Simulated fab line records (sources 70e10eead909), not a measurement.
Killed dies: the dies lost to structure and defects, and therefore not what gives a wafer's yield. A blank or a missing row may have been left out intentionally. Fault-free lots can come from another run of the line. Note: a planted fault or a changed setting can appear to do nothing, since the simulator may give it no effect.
Chamber matching / flow nand harc / pecvd-02 running NHARC_A_STAIRCASE_DEP_156: 3 sister chambers
The step deposits SiNx, target thk 50 nm. 6 wafers are shown with their chamber, then 9 later ones without.

## WAFERS WITH THEIR CHAMBER
wafer=L080.5; chamber=1; heater power w (W)=758
wafer=L084.4; chamber=0; heater power w (W)=869
wafer=L084.5; chamber=2; heater power w (W)=756
wafer=L085.1; chamber=2; heater power w (W)=736
wafer=L085.5; chamber=0; heater power w (W)=835
wafer=L085.6; chamber=1; heater power w (W)=790

## WAFERS MISSING THEIR CHAMBER
wafer=L088.1; heater power w (W)=762
wafer=L088.4; heater power w (W)=749
wafer=L088.5; heater power w (W)=649
wafer=L090.1; heater power w (W)=735
wafer=L090.4; heater power w (W)=636
wafer=L090.6; heater power w (W)=841
wafer=L092.1; heater power w (W)=835
wafer=L092.4; heater power w (W)=830
wafer=L092.6; heater power w (W)=747

## CHAMBER TAKEN BY EACH
wafer=L088.1; from the rows above=can't be placed: 1 or 2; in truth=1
wafer=L088.4; from the rows above=can't be placed: 2 or 1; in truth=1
wafer=L088.5; from the rows above=can't be placed: 2 or 1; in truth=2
wafer=L090.1; from the rows above=can't be placed: 2 or 1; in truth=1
wafer=L090.4; from the rows above=can't be placed: 2 or 1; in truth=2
wafer=L090.6; from the rows above=0; in truth=0
wafer=L092.1; from the rows above=0; in truth=0
wafer=L092.4; from the rows above=can't be placed: 0 or 1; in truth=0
wafer=L092.6; from the rows above=can't be placed: 2 or 1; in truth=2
Correct placement for 2 of the 9. Unplaceable from these rows: 7, with the true chamber sitting among the candidates in 7. Wrongly placed: 0.
How it was worked out, from the rows above alone: a wafer's distance from a chamber is the root of the sum, over the readings, of the square of ((its reading less the chamber's mean) divided by the reading's scatter). If the next closest chamber is less than 2 further off than the closest, the wafer can't be placed; otherwise it belongs to the closest. Each chamber's mean is taken over the wafers shown for it. The scatter: the root of (the sum of the squares of (reading less its chamber's mean) over the shown wafers, divided by (wafers less chambers)).
